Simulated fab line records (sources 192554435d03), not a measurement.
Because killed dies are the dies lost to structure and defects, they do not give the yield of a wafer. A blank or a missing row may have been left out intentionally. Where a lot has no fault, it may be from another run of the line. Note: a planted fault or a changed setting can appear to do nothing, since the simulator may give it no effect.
fab line records -- flow n5_finfet
[record] lots = 7, wafers = 21, last_day = 19
route steps=1938 shown BEOL_M12@1606 PASSIVATION@1936
lots that met no fault: from a run of the same line without faults
start_h: hours from the record's first day to the start of the lot's first wafer shown -- wait_h: hours since the lot's step before -- " same as the row above -- L1.1+2: a row that stands for several wafers -- - no value, or no start given -- * or withheld: withheld -- < > ~ a bound
route shown NAME@n: names a module that has steps shown in the file, with the first one's number in the route -- usual: the fault-free wafers' mean and standard deviation -- same: alike in all rows -- chamber/n: place in a boat -- sites: the reading at each site -- _std_site: standard deviation of those values -- _edge_site: inner sites' mean taken away from outer sites' mean -- radius_mm: how far each site lies from the wafer's centre -- mask NAME#n: copy n -- behind: tool/chamber where the wafer was last shaped -- hold: what put the lot on hold/how long, in hours/how the hold closed -- device: the transistor (n, p or np) that didn't switch -- end of line: tests run on the same wafers once the route is complete -- a step with no rows: only its recipe -- killed: not the wafer's yield, but the dies lost to structure and defects at the first sort -- map: dies across one wafer; x = killed, . = not, _ = none there
set.NAME: setting as actually run; set.NAME@STEP: the setting as run at that earlier step -- model.NAME: the simulator's own value behind a step, which no gauge read
certain route steps with their lots: each step a table, each wafer a row
services: when a tool's chamber went out of use (start_h, in hours from the record's first day, below 0 if earlier), for how many hours, and the reason
[[steps]]
[step N5_BEOL_M12_EBR_06]
[recipe] solvent = PGMEA, ebr_width_mm = 1.5
[step N5_BEOL_M12_SOFTBAKE_05]
[recipe] temp_c = 130, time_s = 60
[step N5_BEOL_M12_EXPOSE_07]
[recipe] mask_id = V11, na = 0.93, source_shape = conventional, sigma_outer = 0.6, polarization = unpolarized, attpsm_phase_deg = 180, dose_mj = 32.5
[step N5_BEOL_M12_PEB_08]
[recipe] peb_temp_c = 130, peb_time_s = 90
[step N5_BEOL_M12_DEVELOP_09]
[recipe] develop_time_s = 45, rinse_liquid = diw, dry = air_spin, dev_temp_c = 21
[step N5_BEOL_M12_HARDBAKE_14]
[recipe] temp_c = 130, time_s = 120
[step N5_BEOL_M12_CD_MEAS_10]
[recipe] target_cd_nm = 140, landing_energy_ev = 500, detector = se_inlens, polarity = opening
[usual] cd_nm = 139.1/2.3
lot.wafer,tool,chamber,start_h,wait_h,cd_nm
L548.1,cd_sem-03,0,244.14,-,138.8
L548.4,cd_sem-03,0,244.14,-,139.0
L548.6,cd_sem-03,0,244.14,-,135.9
L549.1,cd_sem-02,0,244.54,-,139.9
L549.2,cd_sem-02,0,244.54,-,139.0
L549.5,cd_sem-02,0,244.54,-,134.5
L556.1,cd_sem-03,0,300.30,-,142.1
L556.3,cd_sem-03,0,300.30,-,139.8
L556.6,cd_sem-03,0,300.30,-,138.0
L561.1,cd_sem-02,0,342.24,-,140.1
L561.2,cd_sem-02,0,342.24,-,141.3
L561.5,cd_sem-02,0,342.24,-,137.7
L565.1,cd_sem-01,0,356.39,-,141.1
L565.2,cd_sem-01,0,356.39,-,137.8
L565.3,cd_sem-01,0,356.39,-,142.5
L567.3,cd_sem-01,0,367.73,-,135.6
L567.4,cd_sem-01,0,367.73,-,137.3
L567.6,cd_sem-01,0,367.73,-,138.7
L566.2,cd_sem-01,0,368.27,-,147.4
L566.5,cd_sem-01,0,368.27,-,141.5
L566.6,cd_sem-01,0,368.27,-,143.1
[step N5_BEOL_M12_OVL_MEAS_11]
[recipe] points_per_wafer = 44
[usual] V11_OVL = -1/4.5
lot.wafer,tool,chamber,start_h,wait_h,V11_OVL[nm]
L548.1,overlay-02,0,244.17,0.0,-8
L548.4,overlay-02,0,244.17,0.0,-10
L548.6,overlay-02,0,244.17,0.0,-5
L549.1,overlay-02,0,244.57,0.0,-3
L549.2,overlay-02,0,244.57,0.0,-4
L549.5,overlay-02,0,244.57,0.0,-6
L556.1,overlay-02,0,300.33,0.0,-3
L556.3,overlay-02,0,300.33,0.0,1
L556.6,overlay-02,0,300.33,0.0,-4
L561.1,overlay-02,0,342.27,0.0,-3
L561.2,overlay-02,0,342.27,0.0,-2
L561.5,overlay-02,0,342.27,0.0,0
L565.1,overlay-01,0,356.42,0.0,3
L565.2,overlay-01,0,356.42,0.0,-4
L565.3,overlay-01,0,356.42,0.0,-1
L567.3,overlay-01,0,367.76,0.0,-2
L567.4,overlay-01,0,367.76,0.0,-1
L567.6,overlay-01,0,367.76,0.0,7
L566.2,overlay-02,0,368.30,0.0,-5
L566.5,overlay-02,0,368.30,0.0,1
L566.6,overlay-02,0,368.30,0.0,0
[step N5_BEOL_M12_INSPECT_12]
[recipe] mode = adi, inspect_instrument = macro
[usual] raw_defect_count = 2.3/1.5
lot.wafer,tool,chamber,start_h,wait_h,raw_defect_count
L548.1,defect_inspect-02,-,244.20,0.0,2
L548.4,defect_inspect-02,-,244.20,0.0,1
L548.6,defect_inspect-02,-,244.20,0.0,2
L549.1,defect_inspect-01,-,244.60,0.0,3
L549.2,defect_inspect-01,-,244.60,0.0,7
L549.5,defect_inspect-01,-,244.60,0.0,2
L556.1,defect_inspect-01,-,300.36,0.0,0
L556.3,defect_inspect-01,-,300.36,0.0,3
L556.6,defect_inspect-01,-,300.36,0.0,3
L561.1,defect_inspect-02,-,342.29,0.0,4
L561.2,defect_inspect-02,-,342.29,0.0,5
L561.5,defect_inspect-02,-,342.29,0.0,1
L565.1,defect_inspect-02,-,356.45,0.0,2
L565.2,defect_inspect-02,-,356.45,0.0,3
L565.3,defect_inspect-02,-,356.45,0.0,2
L567.3,defect_inspect-01,-,367.78,0.0,0
L567.4,defect_inspect-01,-,367.78,0.0,3
L567.6,defect_inspect-01,-,367.78,0.0,1
L566.2,defect_inspect-02,-,368.33,0.0,0
L566.5,defect_inspect-02,-,368.33,0.0,2
L566.6,defect_inspect-02,-,368.33,0.0,1
[step N5_BEOL_M12_DESCUM_15]
[recipe] chemistry = O2, time_s = 7.9, source_power_w = 50, bias_power_w = 20, pressure_mtorr = 20, rf_frequency_hz = 2.712e+07, temp_c = 40, o2_flow_sccm = 225
[usual] drypump_motor_current_A = 5.6/0.39, oes_product_au = 0.76/0.056, rf_vpp_V = 242.7/1.4, showerhead_plenum_p_Torr = 2.07/0.069, temp_c = 40.01/0.12, throttle_valve_pct = 20.47/0.2
lot.wafer,tool,chamber,start_h,wait_h,drypump_motor_current_A,oes_product_au,rf_hours_counter_h,rf_vpp_V,showerhead_plenum_p_Torr,temp_c,throttle_valve_pct
L548.1,rie_diel-01,2,244.30,0.1,5.6,0.78,112,244.7,2.11,40.02,20.31
L548.4,rie_diel-01,1,244.30,0.1,5.8,0.78,118,242.2,2.02,39.85,20.21
L548.6,rie_diel-01,2,244.30,0.1,5.6,0.79,-,243.4,2.11,40.09,20.35
L549.1,rie_diel-04,0,244.65,0.0,5.5,0.95,11,246.1,2.25,40.02,20.24
L549.2,rie_diel-04,3,244.65,0.0,5.6,0.69,222,243.3,2.16,39.94,20.43
L549.5,rie_diel-04,0,244.65,0.0,5.5,0.94,-,245.9,2.25,39.97,20.23
L556.1,rie_diel-01,0,300.39,0.0,6.2,0.72,170,242.4,2.02,40.08,20.70
L556.3,rie_diel-01,3,300.39,0.0,5.4,0.72,173,241.1,2.01,39.73,20.71
L556.6,rie_diel-01,1,300.39,0.0,5.8,0.76,-,243.8,2.01,39.86,20.24
L561.1,rie_diel-04,3,342.33,0.0,5.7,0.95,5,242.8,2.15,40.01,20.20
L561.2,rie_diel-04,0,342.33,0.0,5.5,0.87,52,245.1,2.23,40.07,20.29
L561.5,rie_diel-04,0,342.33,0.0,5.6,0.87,-,245.7,2.23,39.90,20.29
L565.1,rie_diel-01,2,356.48,0.0,5.6,0.75,150,241.5,2.10,40.05,20.39
L565.2,rie_diel-01,1,356.48,0.0,5.8,0.73,157,241.3,2.01,39.93,20.28
L565.3,rie_diel-01,0,356.48,0.0,6.3,0.71,187,242.4,2.01,39.94,20.75
L567.3,rie_diel-04,1,367.81,0.0,5.8,0.74,181,243.7,2.11,39.87,20.64
L567.4,rie_diel-04,0,367.81,0.0,5.6,0.87,58,244.6,2.23,39.89,20.31
L567.6,rie_diel-04,0,367.81,0.0,5.6,0.87,-,245.8,2.23,39.91,20.30
L566.2,rie_diel-04,1,368.36,0.0,5.8,0.74,181,244.4,2.11,40.19,20.63
L566.5,rie_diel-04,2,368.36,0.0,4.8,0.81,-,242.1,2.10,39.97,20.50
L566.6,rie_diel-04,1,368.36,0.0,5.8,0.75,-,243.0,2.11,40.05,20.62
[step N5_BEOL_M12_ETCH_59]
[recipe] chemistry = N2/H2, target = BARC, target_depth_a = 890, overetch_a = 267, time_s = 67.9, ion_energy_ev = 200, pressure_mtorr = 30, source_w = 840, bias_w = 150, n2_flow_sccm = 200, h2_flow_sccm = 200
[usual] drypump_motor_current_A = 5.6/0.39, oes_product_au = 0.65/0.043, rf_vpp_V = 523.0/2.4, showerhead_plenum_p_Torr = 2.51/0.097, throttle_valve_pct = 17.93/0.22
lot.wafer,tool,chamber,start_h,wait_h,drypump_motor_current_A,oes_product_au,rf_hours_counter_h,rf_vpp_V,showerhead_plenum_p_Torr,throttle_valve_pct
L548.1,rie_diel-01,2,244.33,0.0,5.6,0.66,112,525.7,2.56,17.76
L548.4,rie_diel-01,1,244.33,0.0,5.8,0.67,118,520.9,2.43,17.51
L548.6,rie_diel-01,2,244.33,0.0,5.6,0.66,-,524.8,2.56,17.75
L549.1,rie_diel-04,0,244.68,0.0,5.6,0.79,11,528.0,2.73,17.73
L549.2,rie_diel-04,3,244.68,0.0,5.7,0.60,222,526.0,2.61,17.99
L549.5,rie_diel-04,0,244.68,0.0,5.6,0.80,-,528.7,2.73,17.75
L556.1,rie_diel-01,0,300.43,0.0,6.2,0.62,170,521.1,2.40,17.92
L556.3,rie_diel-01,3,300.43,0.0,5.4,0.62,173,520.0,2.45,18.24
L556.6,rie_diel-01,1,300.43,0.0,5.8,0.66,-,521.4,2.42,17.55
L561.1,rie_diel-04,3,342.36,0.0,5.7,0.81,5,525.6,2.60,17.70
L561.2,rie_diel-04,0,342.36,0.0,5.5,0.73,52,527.9,2.71,17.80
L561.5,rie_diel-04,0,342.36,0.0,5.6,0.73,-,529.1,2.71,17.80
L565.1,rie_diel-01,2,356.52,0.0,5.6,0.64,150,523.1,2.54,17.83
L565.2,rie_diel-01,1,356.52,0.0,5.8,0.64,157,521.0,2.41,17.57
L565.3,rie_diel-01,0,356.52,0.0,6.3,0.60,187,520.3,2.40,17.94
L567.3,rie_diel-04,1,367.85,0.0,5.8,0.64,181,523.1,2.53,17.86
L567.4,rie_diel-04,0,367.85,0.0,5.5,0.72,58,526.8,2.71,17.82
L567.6,rie_diel-04,0,367.85,0.0,5.5,0.72,-,528.5,2.71,17.82
L566.2,rie_diel-04,1,368.39,0.0,5.8,0.64,181,523.5,2.53,17.87
L566.5,rie_diel-04,2,368.39,0.0,4.7,0.69,-,524.5,2.60,18.25
L566.6,rie_diel-04,1,368.39,0.0,5.8,0.64,-,524.7,2.53,17.87
[step N5_BEOL_M12_VIA_ETCH_16]
[recipe] chemistry = C4F8/O2/Ar, target = SiOC, pressure_mtorr = 30, source_w = 3000, bias_w = 700, Ar_flow_sccm = 400, C4F8_flow_sccm = 15, O2_flow_sccm = 8, he_inner_torr = 15, he_outer_torr = 30, target_depth_a = 7248, time_s = withheld, ion_energy_ev = 250, ends = cleared
[usual] drypump_motor_current_A = 5.6/0.4, he_inner_torr = 15.000/0.029, oes_product_au = 0.68/0.049, rf_vpp_V = 664/3.2, showerhead_plenum_p_Torr = 3.38/0.11, throttle_valve_pct = 24.21/0.23
lot.wafer,tool,chamber,start_h,wait_h,drypump_motor_current_A,he_inner_torr,oes_product_au,rf_vpp_V,showerhead_plenum_p_Torr,throttle_valve_pct
L548.1,rie_diel-01,2,244.38,0.0,5.6,15.000,0.70,665,3.39,23.82
L548.4,rie_diel-01,1,244.38,0.0,5.8,14.984,0.70,662,3.33,24.11
L548.6,rie_diel-01,2,244.38,0.0,5.6,14.987,0.70,667,3.39,23.82
L549.1,rie_diel-04,0,244.73,0.0,5.6,15.028,0.84,671,3.61,23.81
L549.2,rie_diel-04,3,244.73,0.0,5.6,14.957,0.63,669,3.50,24.14
L549.5,rie_diel-04,0,244.73,0.0,5.6,15.021,0.84,671,3.61,23.80
L556.1,rie_diel-01,0,300.48,0.0,6.2,14.991,0.66,662,3.24,24.23
L556.3,rie_diel-01,3,300.48,0.0,5.4,14.995,0.65,661,3.29,24.50
L556.6,rie_diel-01,1,300.48,0.0,5.8,14.986,0.70,661,3.32,24.14
L561.1,rie_diel-04,3,342.41,0.0,5.7,14.985,0.87,669,3.49,23.96
L561.2,rie_diel-04,0,342.41,0.0,5.6,14.939,0.78,672,3.58,23.85
L561.5,rie_diel-04,0,342.41,0.0,5.6,14.968,0.77,670,3.58,23.87
L565.1,rie_diel-01,2,356.57,0.0,5.6,15.023,0.66,666,3.37,23.86
L565.2,rie_diel-01,1,356.57,0.0,5.8,15.028,0.68,661,3.31,24.14
L565.3,rie_diel-01,0,356.57,0.0,6.2,15.006,0.65,664,3.24,24.24
L567.3,rie_diel-04,1,367.90,0.0,5.8,14.987,0.67,666,3.46,24.44
L567.4,rie_diel-04,0,367.90,0.0,5.6,15.015,0.78,671,3.58,23.88
L567.6,rie_diel-04,0,367.90,0.0,5.6,15.042,0.77,670,3.58,23.86
L566.2,rie_diel-04,1,368.45,0.0,5.8,14.960,0.67,666,3.46,24.45
L566.5,rie_diel-04,2,368.45,0.0,4.8,14.985,0.73,664,3.47,24.47
L566.6,rie_diel-04,1,368.45,0.0,5.8,15.003,0.67,665,3.46,24.42
[step N5_BEOL_M12_STRIP_63]
[recipe] chemistry = N2/H2, power_w = 1000, temp_c = 250, h2_frac = 0.65, overash_fraction = 0.3, pressure_mtorr = 1000, n2_flow_sccm = 1750, h2_flow_sccm = 3250
[usual] chamber_pressure_mTorr = 1000.0/0.88, drypump_motor_current_A = 5.6/0.32, heater_power_w = 328/12, oes_product_au = 0.693/0.0047, strip_time_to_endpoint_s = 42.2/1.1, temp_c = 250.01/0.2
lot.wafer,tool,chamber,start_h,wait_h,chamber_pressure_mTorr,drypump_motor_current_A,heater_power_w,oes_product_au,rf_hours_counter_h,strip_time_to_endpoint_s,temp_c,model.coat_of_BEOL_M12_COAT_04.thk_nm
L548.1,plasma_asher-02,1,244.63,-,998.8,5.5,318,0.700,67,42.7,249.93,0
L548.4,plasma_asher-02,0,244.63,-,999.7,5.2,343,0.684,-,43.1,250.15,0
L548.6,plasma_asher-02,0,244.63,-,999.9,5.3,337,0.686,-,41.8,249.78,0
L549.1,plasma_asher-01,1,244.93,-,1000.6,5.7,322,0.688,123,42.7,249.82,0
L549.2,plasma_asher-01,0,244.93,-,1001.1,6.2,331,0.694,123,42.3,249.91,0
L549.5,plasma_asher-01,1,244.93,-,999.8,5.7,309,0.697,-,42.0,250.03,0
L556.1,plasma_asher-01,1,300.68,-,997.7,5.7,320,0.689,134,40.9,249.91,0
L556.3,plasma_asher-01,0,300.68,-,999.9,6.2,327,0.692,-,42.2,250.21,0
L556.6,plasma_asher-01,1,300.68,-,999.2,5.6,325,0.692,-,42.5,249.85,0
L561.1,plasma_asher-02,0,342.61,-,999.2,5.3,341,0.691,87,41.4,250.28,0
L561.2,plasma_asher-02,1,342.61,-,1003.0,5.5,320,0.689,87,41.5,249.54,0
L561.5,plasma_asher-02,1,342.61,-,1000.0,5.5,319,0.682,-,40.1,249.92,0
L565.1,plasma_asher-02,0,357.03,-,-,-,-,-,-,-,-,121.8
L565.2,plasma_asher-02,1,357.03,-,-,-,-,-,-,-,-,122.2
L565.3,plasma_asher-02,1,357.03,-,-,-,-,-,-,-,-,123
L567.3,plasma_asher-02,1,368.12,-,-,-,-,-,-,-,-,124.8
L567.4,plasma_asher-02,0,368.12,-,-,-,-,-,-,-,-,112
L567.6,plasma_asher-02,0,368.12,-,-,-,-,-,-,-,-,109.8
L566.2,plasma_asher-02,1,368.65,-,-,-,-,-,-,-,-,127.8
L566.5,plasma_asher-02,1,368.65,-,-,-,-,-,-,-,-,121.4
L566.6,plasma_asher-02,0,368.65,-,-,-,-,-,-,-,-,127.2
[step N5_BEOL_M12_STRIP_64]
[recipe] chemistry = N2/H2, power_w = 1000, temp_c = 250, h2_frac = 0.65, overash_fraction = 0.3, pressure_mtorr = withheld, n2_flow_sccm = 1750, h2_flow_sccm = 3250
[usual] drypump_motor_current_A = 5.6/0.32, h2_flow_sccm = 3250/8.7, heater_power_w = 327/12, oes_product_au = 0.715/0.0046, strip_time_to_endpoint_s = 31.29/0.081, temp_c = 250.00/0.18
lot.wafer,tool,chamber,start_h,wait_h,drypump_motor_current_A,h2_flow_sccm,heater_power_w,oes_product_au,rf_hours_counter_h,strip_time_to_endpoint_s,temp_c
L548.1,plasma_asher-02,1,244.69,0.0,5.5,3251,329,0.717,67,31.27,249.84
L548.4,plasma_asher-02,0,244.69,0.0,5.3,3248,350,0.713,-,31.35,249.89
L548.6,plasma_asher-02,0,244.69,0.0,5.3,3245,342,0.713,-,31.25,250.07
L549.1,plasma_asher-01,1,244.99,0.0,5.6,3250,315,0.719,123,31.28,250.28
L549.2,plasma_asher-01,0,244.99,0.0,6.2,3240,332,0.720,123,31.25,250.05
L549.5,plasma_asher-01,1,244.99,0.0,5.6,3246,324,0.709,-,31.28,249.98
L556.1,plasma_asher-01,1,300.74,0.0,5.7,3252,320,0.716,134,31.11,250.12
L556.3,plasma_asher-01,0,300.74,0.0,6.2,3255,337,0.713,-,31.08,250.22
L556.6,plasma_asher-01,1,300.74,0.0,5.7,3263,314,0.709,-,31.16,249.83
L561.1,plasma_asher-02,0,342.67,0.0,5.3,3241,347,0.720,87,31.33,250.11
L561.2,plasma_asher-02,1,342.67,0.0,5.5,3259,317,0.715,87,31.33,250.00
L561.5,plasma_asher-02,1,342.67,0.0,5.5,3253,319,0.717,-,31.26,249.84
L565.1,plasma_asher-02,0,357.09,0.0,5.3,3263,343,0.811,92,65.38,249.85
L565.2,plasma_asher-02,1,357.09,0.0,5.5,3238,315,0.808,92,65.45,249.76
L565.3,plasma_asher-02,1,357.09,0.0,5.5,3248,312,0.806,-,65.68,250.02
L567.3,plasma_asher-02,1,368.18,0.0,5.5,3244,317,0.815,-,66.18,249.96
L567.4,plasma_asher-02,0,368.18,0.0,5.3,3248,344,0.787,-,62.87,249.83
L567.6,plasma_asher-02,0,368.18,0.0,5.3,3246,337,0.777,-,62.26,249.94
L566.2,plasma_asher-02,1,368.71,0.0,5.5,3272,315,0.814,97,66.96,249.99
L566.5,plasma_asher-02,1,368.71,0.0,5.5,3265,309,0.799,-,65.34,250.31
L566.6,plasma_asher-02,0,368.71,0.0,5.3,3249,331,0.821,-,66.78,249.71
[step N5_BEOL_M12_STRIP_71]
[recipe] chemistry = post_etch_residue_remover, time_s = 60, temp_c = 25, remover_ph = withheld, remover_water_wt_pct = withheld, remover_fluoride_wt_pct = withheld
[step N5_PASSIVATION_PROBE_49]
[usual] defect_limited_yield = 91.1/1.4, killed_at_M0_to_M3 = 34/11, killed_at_M4_up = 14/5.6, killed_at_contacts = 13/5.9, killed_at_front_end = 40/11, killed_at_other = 4/3.1, killed_dies = 105/16, killed_open = 68/11, killed_short = 34/8.4, sort_bin_4_leakage = 0.01/0.11, sort_bin_5_function = 5.2/0.86, sort_bin_6_memory = 3.2/0.7, sort_bin_8_speed = 0.1/1.1, sort_n_pass = 1074/21, sort_yield_pct = 91.0/1.8
[same] gross_dies = 1180, killed_at_back_side = 0
lot.wafer,tool,chamber,start_h,wait_h,defect_limited_yield[%],killed_at_M0_to_M3,killed_at_M4_up,killed_at_contacts,killed_at_front_end,killed_at_other,killed_dies,killed_open,killed_short,sort_bin_4_leakage[%],sort_bin_5_function[%],sort_bin_6_memory[%],sort_bin_8_speed[%],sort_n_pass,sort_yield_pct[%]
L548.1,prober-01,-,285.99,0.0,93.2,18,9,17,29,7,80,58,22,0,4.0,2.5,0.1,1099,93.1
L548.4,prober-01,-,286.14,0.2,92.4,35,8,9,34,4,90,63,26,0,5.1,2.5,0,1090,92.4
L548.6,prober-01,-,286.24,0.3,90.6,38,11,18,40,4,111,73,35,0,5.3,3.9,0,1069,90.6
L549.1,prober-01,-,297.34,0.0,93.9,22,10,16,22,2,72,42,27,0,3.6,2.3,0,1108,93.9
L549.2,prober-01,-,297.39,0.1,92.1,25,15,22,29,2,93,78,15,0,4.7,2.9,0,1087,92.1
L549.5,prober-01,-,297.54,0.2,93.1,20,13,12,34,2,81,63,17,0,3.9,2.8,0,1099,93.1
L566.2,prober-02,-,464.43,0.1,90.8,35,18,10,41,5,109,71,33,0,5.2,3.1,0,1071,90.8
// killed by level:class
L548.1 MOL_CONTACT_COAG:geometric_particle:open=11 MOL_CONTACT_COAG:geometric_particle:short=6 STARTING-WAFER:geometric_particle:open=6 BEOL_M3:geometric_particle:open=5 FIN_SAQP:geometric_particle:open=4 DUMMY_GATE:geometric_particle:open=4 BEOL_M0_SAQP:geometric_particle:short=4 FIN_SAQP:geometric_particle:short=3
L548.4 BEOL_M0_SAQP:geometric_particle:open=14 STI_FIN_REVEAL:geometric_particle:open=12 MOL_CONTACT_COAG:geometric_particle:open=8 BEOL_M0_SAQP:geometric_particle:short=8 BEOL_M2:geometric_particle:open=8 FIN_SAQP:geometric_particle:short=5 FIN_SAQP:geometric_particle:open=4 BEOL_M1:geometric_particle:short=3
L548.6 BEOL_M2:geometric_particle:open=11 MOL_CONTACT_COAG:geometric_particle:open=10 FIN_SAQP:geometric_particle:short=9 MOL_CONTACT_COAG:geometric_particle:short=8 FIN_SAQP:geometric_particle:open=7 STI_FIN_REVEAL:geometric_particle:open=7 BEOL_M3:geometric_particle:open=7 BEOL_M0_SAQP:geometric_particle:short=6
L549.1 MOL_CONTACT_COAG:geometric_particle:open=13 BEOL_M0_SAQP:geometric_particle:open=5 BEOL_M0_SAQP:geometric_particle:short=4 FIN_SAQP:geometric_particle:short=3 FIN_SAQP:geometric_particle:open=3 MOL_CONTACT_COAG:geometric_particle:short=3 BEOL_M2:geometric_particle:short=3 BEOL_M3:geometric_particle:open=3
L549.2 MOL_CONTACT_COAG:geometric_particle:open=20 BEOL_M3:geometric_particle:open=10 BEOL_M4:geometric_particle:open=8 FIN_SAQP:geometric_particle:open=6 STI_FIN_REVEAL:geometric_particle:open=4 ILD0:geometric_particle:open=4 FIN_SAQP:geometric_particle:short=3 DUMMY_GATE:geometric_particle:open=3
L549.5 MOL_CONTACT_COAG:geometric_particle:open=11 STI_FIN_REVEAL:geometric_particle:open=9 FIN_SAQP:geometric_particle:open=8 BEOL_M3:geometric_particle:open=7 FIN_SAQP:geometric_particle:short=6 BEOL_M4:geometric_particle:open=6 BEOL_M0_SAQP:geometric_particle:open=4 BEOL_M2:geometric_particle:open=3
L566.2 BEOL_M2:geometric_particle:open=9 BEOL_M3:geometric_particle:open=9 FIN_SAQP:geometric_particle:open=8 MOL_CONTACT_COAG:geometric_particle:open=8 BEOL_M4:geometric_particle:open=6 DUMMY_GATE:geometric_particle:open=5 ILD0:geometric_particle:short=5 BEOL_M2:geometric_particle:short=5
[[services]]
tool,chamber,start_h,hours,kind
plasma_asher-01,-,252.25,1.5,repair
rie_diel-04,1,304.65,10.7,repair
rie_diel-04,3,315.41,-,clean
rie_diel-04,3,315.41,-,consumable_replace:focus_ring
rie_diel-04,-,344.56,3.4,repair
plasma_asher-01,-,346.04,28.1,pm
rie_diel-04,0,361.76,5.4,repair
[[key]]
[first_sign] step = N5_BEOL_M12_STRIP_63, reading = tool_record, direction = missing
[effect] step = N5_BEOL_M12_STRIP_64, reading = strip_time_to_endpoint_s, direction = up, sigmas = 99+, usual = *, struck = *
[model_effect] step = N5_BEOL_M12_STRIP_63, value = coat_of_BEOL_M12_COAT_04.thk_nm, without = 0, struck = 121.1
met_at N5_BEOL_M12_STRIP_63
struck_wafers L565.1,L565.2,L565.3,L566.2,L566.5,L566.6,L567.3,L567.4,L567.6
onset_between 342.61 357.03
[fault] kind = skipped_step_whole, tool = plasma_asher-02, chamber = -, onset_h = 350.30, steps = N5_BEOL_M12_STRIP_63, scope = struck_lots_only
